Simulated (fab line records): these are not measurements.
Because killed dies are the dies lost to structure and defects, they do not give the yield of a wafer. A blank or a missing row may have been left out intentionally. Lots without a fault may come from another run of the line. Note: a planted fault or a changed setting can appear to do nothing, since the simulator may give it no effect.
The tool behind it: which one? / flow nand harc / 18 wafers from 6 lots sampled at 5 of the route's 1302 steps

WHAT THE GAUGES READ, wafer by wafer
NHARC_END_SORT_01.
lot=L449; measured=day 26 00:31; on=prober-01; killed at array=28 26 32
lot=L457; measured=day 29 20:44; on=prober-01; killed at array=32 46 32

WHAT TOOL EACH LOT RAN ON (gives the tool, then ch and the chambers of the sampled wafers, and finally the start)
lot=L443; NHARC_A_CONTACT_DEP_85=pecvd-03 ch 1,2, day 23 00:59; NHARC_A_CONTACT_ETCH_138=har cap etch-02 ch 0,1, day 23 04:10; NHARC_A_CONTACT_ETCH_139=har cap etch-02 ch 0,1, day 23 04:26; NHARC_A_CONTACT_CMP_20=cmp-03 ch 0,1,2, day 23 07:32
lot=L449; NHARC_A_CONTACT_DEP_85=pecvd-04 ch 1,2, day 23 19:09; NHARC_A_CONTACT_ETCH_138=har cap etch-02 ch 0,1, day 23 22:04; NHARC_A_CONTACT_ETCH_139=har cap etch-02 ch 0,1, day 23 22:20; NHARC_A_CONTACT_CMP_20=cmp-02 ch 0,2,3, day 24 01:09
lot=L453; NHARC_A_CONTACT_DEP_85=pecvd-04 ch 0,1, day 25 15:23; NHARC_A_CONTACT_ETCH_138=har cap etch-03 ch 0,1, day 25 18:31; NHARC_A_CONTACT_ETCH_139=har cap etch-03 ch 0,1, day 25 18:47; NHARC_A_CONTACT_CMP_20=cmp-02 ch 0,1,3, day 25 21:39
lot=L452; NHARC_A_CONTACT_DEP_85=pecvd-03 ch 1,2, day 26 04:17; NHARC_A_CONTACT_ETCH_138=har cap etch-03 ch 0,1, day 26 07:18; NHARC_A_CONTACT_ETCH_139=har cap etch-03 ch 0,1, day 26 07:35; NHARC_A_CONTACT_CMP_20=cmp-02 ch 0,2,3, day 26 11:10
lot=L457; NHARC_A_CONTACT_DEP_85=pecvd-03 ch 0,1, day 27 17:09; NHARC_A_CONTACT_ETCH_138=har cap etch-01 ch 0, day 27 20:12; NHARC_A_CONTACT_ETCH_139=har cap etch-01 ch 0, day 27 20:28; NHARC_A_CONTACT_CMP_20=cmp-01 ch 2,3, day 27 23:44
lot=L463; NHARC_A_CONTACT_DEP_85=pecvd-04 ch 0,1,2, day 29 17:31; NHARC_A_CONTACT_ETCH_138=har cap etch-02 ch 0,1, day 29 20:32; NHARC_A_CONTACT_ETCH_139=har cap etch-02 ch 0,1, day 29 20:49; NHARC_A_CONTACT_CMP_20=cmp-03 ch 0,1,2, day 29 23:37
- NHARC_A_CONTACT_DEP_85: deposits SiON, target thk 60 nm.
- NHARC_A_CONTACT_ETCH_138: etches the open film in C4F8/O2/Ar, time 311 s, target depth 1914 nm.
- NHARC_A_CONTACT_ETCH_139: etches the open film in C4F8/O2/Ar, time 195 s, target depth 840 nm.
- NHARC_A_CONTACT_CMP_20: polishes, t overpolish 30 s, target thk 300 nm.

THE ANSWER, worked out from the rows above alone
Rule: the usual values come from the lots themselves. The widest of any qualifying gaps counts: lots, ordered by their means at a reading, are off when they make up no more than a third of the lots, leave a main group of 4 or more, and stand apart from it by 3 or more times the standard deviation of that group's means. A main group is skipped when, at the precision printed for the reading in the tables above, its means are all equal. Also off: a lot with no number at a reading for which 4 or more lots have one. Where the step has rows for the other lots, those lots are counted as sound.
None of the lots is off at any reading shown; this tells nothing.

WHAT HAD BEEN PUT IN BY THE SIMULATOR
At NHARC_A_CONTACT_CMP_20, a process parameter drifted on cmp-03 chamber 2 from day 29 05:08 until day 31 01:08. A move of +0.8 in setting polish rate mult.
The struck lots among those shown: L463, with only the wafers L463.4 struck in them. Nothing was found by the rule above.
